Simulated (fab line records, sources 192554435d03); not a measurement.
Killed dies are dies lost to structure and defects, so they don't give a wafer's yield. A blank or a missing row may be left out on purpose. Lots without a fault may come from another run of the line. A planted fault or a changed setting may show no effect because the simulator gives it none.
Which tool did it? | flow n5_finfet | 12 lots, 36 wafers sampled, at 3 steps of a route of 1938

WHAT THE GAUGES READ, wafer by wafer
N5_BEOL_M14_THK_MEAS_50: measures by xrf.
lot  | measured     | on            | M14_THK (nm)
L076 | day 11 22:31 | film_metro-01 | 563 577 533
L077 | day 12 03:58 | film_metro-01 | 535 578 567
L079 | day 12 23:14 | film_metro-02 | 562 567 566
L080 | day 13 14:38 | film_metro-01 | 566 567 564
L083 | day 14 05:53 | film_metro-02 | 535 558 531
L085 | day 14 08:05 | film_metro-01 | 537 561 550
L087 | day 15 01:55 | film_metro-02 | 549 555 564
L091 | day 15 17:45 | film_metro-02 | 574 578 538
L088 | day 16 12:08 | film_metro-01 | 565 547 564
L095 | day 16 14:47 | film_metro-02 | 579 556 542
L093 | day 17 12:42 | film_metro-02 | 533 573 572
L097 | day 18 10:57 | film_metro-02 | 564 578 537

WHICH TOOL RAN EACH LOT (tool, then ch and the chambers of the sampled wafers, then the start)
lot  | N5_BEOL_M14_STRIP_37               | N5_BEOL_M14_PRE_CLEAN_42
L076 | rie_diel-02 ch 0,1,2, day 11 21:06 | pvd_sputter-03, day 11 21:24
L077 | rie_diel-06 ch 0,1,2, day 12 02:17 | pvd_sputter-01, day 12 02:52
L079 | rie_diel-06 ch 0,1,3, day 12 21:24 | pvd_sputter-03, day 12 22:08
L080 | rie_diel-02 ch 0,1, day 13 12:51   | pvd_sputter-02, day 13 13:32
L083 | rie_diel-02 ch 0,1,2, day 14 04:08 | pvd_sputter-02, day 14 04:47
L085 | rie_diel-01 ch 1,2,3, day 14 05:54 | pvd_sputter-02, day 14 06:58
L087 | rie_diel-06 ch 0,1,2, day 15 00:17 | pvd_sputter-03, day 15 00:35
L091 | rie_diel-02 ch 0,1,3, day 15 16:01 | pvd_sputter-03, day 15 16:40
L088 | rie_diel-01 ch 0,1,2, day 16 10:28 | pvd_sputter-03, day 16 11:01
L095 | rie_diel-06 ch 1,2,3, day 16 11:29 | pvd_sputter-03, day 16 13:39
L093 | rie_diel-01 ch 0,2,3, day 17 10:58 | pvd_sputter-01, day 17 11:35
L097 | rie_diel-06 ch 1,2,3, day 18 09:13 | pvd_sputter-03, day 18 09:52
- N5_BEOL_M14_STRIP_37: strips in O2.
- N5_BEOL_M14_PRE_CLEAN_42: time 30 s.

THE ANSWER, worked out from the rows above alone
Rule: what is usual is taken from the lots themselves. Put in order of their means at a reading, lots are off if they are a third of the lots or fewer, leave a main group of 4 or more, and stand apart from it by a gap of 3 or more times the standard deviation of the main group's means; of several such gaps the widest counts. A main group whose means are all the same, to the digits that the tables above print for the reading, isn't used. A lot without any number at a reading at which 4 lots or more have one is off too. The other lots that the step has rows for count as sound.
No lot is off at any reading shown: from this, nothing can be told.

WHAT THE SIMULATOR HAD PUT IN
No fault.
